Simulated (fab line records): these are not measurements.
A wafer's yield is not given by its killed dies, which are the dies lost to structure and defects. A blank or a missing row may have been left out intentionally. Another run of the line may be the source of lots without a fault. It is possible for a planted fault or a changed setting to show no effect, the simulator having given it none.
Chamber matching	flow n5_finfet	ald_sin-01 running N5_FIN_SAQP_ALD_61: 4 sister chambers
The step deposits SiO2, target thk 4 nm, pulse time 1 s, purge time 2 s. 4 wafers are shown with their chamber, then 9 later ones without.

WAFERS PAIRED WITH THEIR CHAMBERS
wafer	chamber	heater_power_w (W)
L084.1	2	456
L084.6	0	483
L088.3	1	465
L088.6	3	459

WAFERS MISSING THEIR CHAMBER
wafer	heater_power_w (W)
L090.1	465
L090.5	472
L090.6	453
L093.1	493
L093.3	473
L093.6	456
L095.4	481
L095.5	466
L095.6	507

CHAMBER TAKEN BY EACH
wafer	from the rows above	in truth
L090.1	can't be placed: 1 or 3 or 2 or 0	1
L090.5	can't be placed: 1 or 0 or 3 or 2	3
L090.6	can't be placed: 2 or 3 or 1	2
L093.1	can't be placed: 0 or 1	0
L093.3	can't be placed: 1 or 0 or 3 or 2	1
L093.6	can't be placed: 2 or 3 or 1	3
L095.4	can't be placed: 0 or 1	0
L095.5	can't be placed: 1 or 3 or 2 or 0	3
L095.6	can't be placed: 0 or 1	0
Placed correctly: 0 of 9. Can't be placed from these rows: 9 (the true chamber is among the candidates in 9). Wrongly placed: 0.
How it was worked out, from the rows above alone: a wafer's distance from a chamber is the root of the sum, over the readings, of the square of ((its reading less the chamber's mean) divided by the reading's scatter). The wafer belongs to the nearest chamber; if the next one is less than 2 further off, it can't be placed. For every chamber, the mean is computed from those of its wafers that are shown. The scatter: root of mean squared gap, hidden wafer to nearest shown wafer, with one shown wafer a chamber.
